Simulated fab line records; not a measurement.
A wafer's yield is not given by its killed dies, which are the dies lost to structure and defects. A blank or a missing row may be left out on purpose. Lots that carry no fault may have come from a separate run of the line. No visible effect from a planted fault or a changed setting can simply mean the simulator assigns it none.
Which of the tools did it? / flow n5 finfet / 9 lots, 27 wafers sampled, at 1 step of a route of 1938

WHAT THE GAUGES SHOWED, per wafer
N5_BEOL_M8_CD_MEAS_28: the cd target is 40 nm.
lot=L779; measured=day 9 21:05; on=cd sem-02; cd nm (nm)=40.05 39.68 39.96
lot=L780; measured=day 9 23:55; on=cd sem-02; cd nm (nm)=40.07 40.21 39.99
lot=L781; measured=day 10 10:28; on=cd sem-03; cd nm (nm)=40.57 40.20 40.33
lot=L784; measured=day 10 20:06; on=cd sem-03; cd nm (nm)=39.75 40.27 40.31
lot=L788; measured=day 12 15:41; on=cd sem-02; cd nm (nm)=40.03 39.70 40.04
lot=L791; measured=day 12 19:29; on=cd sem-02; cd nm (nm)=40.14 40.32 40.16
lot=L792; measured=day 12 22:40; on=cd sem-01; cd nm (nm)=40.16 39.61 40.23
lot=L797; measured=day 14 04:59; on=cd sem-03; cd nm (nm)=39.98 39.80 39.84
lot=L798; measured=day 14 13:22; on=cd sem-02; cd nm (nm)=39.86 40.18 39.79

TOOL THAT RAN EACH LOT (tool first, then ch and the chambers of the sampled wafers, then the start)
Before these readings, the record contains no process step.

THE ANSWER, worked out from the rows above alone
Rule: the lots themselves supply what counts as usual. Put in order of their means at a reading, lots are off if they are a third of the lots or fewer, leave a main group of 4 or more, and stand apart from it by a gap of 3 or more times the standard deviation of the main group's means; of several such gaps the widest counts. Not used: any main group whose means are identical at the precision the tables above print for the reading. A lot without any number at a reading at which 4 lots or more have one is off too. Where the step has rows for the other lots, those lots are counted as sound.
No lot is off at any reading shown: from this, nothing can be told.

WHAT THE SIMULATOR HAD INSERTED
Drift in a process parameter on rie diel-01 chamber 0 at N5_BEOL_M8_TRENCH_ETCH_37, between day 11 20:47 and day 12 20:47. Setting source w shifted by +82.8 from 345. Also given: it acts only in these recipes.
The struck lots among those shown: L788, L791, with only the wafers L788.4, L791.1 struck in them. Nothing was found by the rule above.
